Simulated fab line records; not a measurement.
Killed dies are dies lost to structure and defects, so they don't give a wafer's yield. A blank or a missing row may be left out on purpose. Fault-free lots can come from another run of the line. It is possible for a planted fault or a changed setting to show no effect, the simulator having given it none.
Chamber matching + flow nand-harc + 4 sister chambers for NHARC_A_STAIRCASE_ETCH_253 on rie-diel-12
The step etches the open film in C4F8/O2, target depth 50 nm, time 20.2 s. 8 wafers are shown with their chamber, then 12 later ones without.

== WAFERS, EACH WITH ITS CHAMBER ==
| wafer  | chamber | rf-vpp-V (V) | oes-product-au (a.u.) |
|--------|---------|--------------|-----------------------|
| L088.5 | 3       | 902          | 0.937                 |
| L089.3 | 3       | 902          | 0.935                 |
| L092.5 | 1       | 893          | 0.957                 |
| L091.1 | 1       | 892          | 0.975                 |
| L091.3 | 0       | 892          | 0.950                 |
| L090.1 | 0       | 893          | 0.949                 |
| L090.2 | 2       | 904          | 0.970                 |
| L090.6 | 2       | 901          | 0.968                 |

== WAFERS WITHOUT THEIR CHAMBER ==
| wafer  | rf-vpp-V (V) | oes-product-au (a.u.) |
|--------|--------------|-----------------------|
| L095.1 | 892          | 0.941                 |
| L095.2 | 903          | 0.945                 |
| L095.4 | 902          | 0.931                 |
| L094.3 | 891          | 0.953                 |
| L094.4 | 892          | 0.957                 |
| L094.5 | 893          | 0.958                 |
| L097.1 | 893          | 0.969                 |
| L097.5 | 902          | 0.946                 |
| L097.6 | 892          | 0.965                 |
| L096.3 | 894          | 0.993                 |
| L096.5 | 903          | 1.003                 |
| L096.6 | 901          | 0.960                 |

== THE CHAMBER EACH PASSED THROUGH ==
| wafer  | from the rows above     | in truth                   |
|--------|-------------------------|----------------------------|
| L095.1 | 0                       | 0                          |
| L095.2 | 3                       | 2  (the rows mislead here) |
| L095.4 | 3                       | 3                          |
| L094.3 | can't be placed: 0 or 1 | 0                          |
| L094.4 | can't be placed: 0 or 1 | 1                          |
| L094.5 | can't be placed: 1 or 0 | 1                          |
| L097.1 | 1                       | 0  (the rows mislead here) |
| L097.5 | 3                       | 3                          |
| L097.6 | can't be placed: 1 or 0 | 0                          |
| L096.3 | 1                       | 1                          |
| L096.5 | 2                       | 2                          |
| L096.6 | can't be placed: 2 or 3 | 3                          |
Placed correctly: 5 of 12. Not placeable from these rows: 5 (in 5, the candidates include the true chamber). 2 placed wrongly.
How it was worked out, from the rows above alone: a wafer's distance from a chamber is the root of the sum, over the readings, of the square of ((its reading less the chamber's mean) divided by the reading's scatter). If the next closest chamber is less than 2 further off than the closest, the wafer can't be placed; otherwise it belongs to the closest. For every chamber, the mean is computed from those of its wafers that are shown. The scatter is the square root of a quotient: the sum, over the shown wafers, of each reading's squared deviation from its chamber's mean, divided by wafers minus chambers.
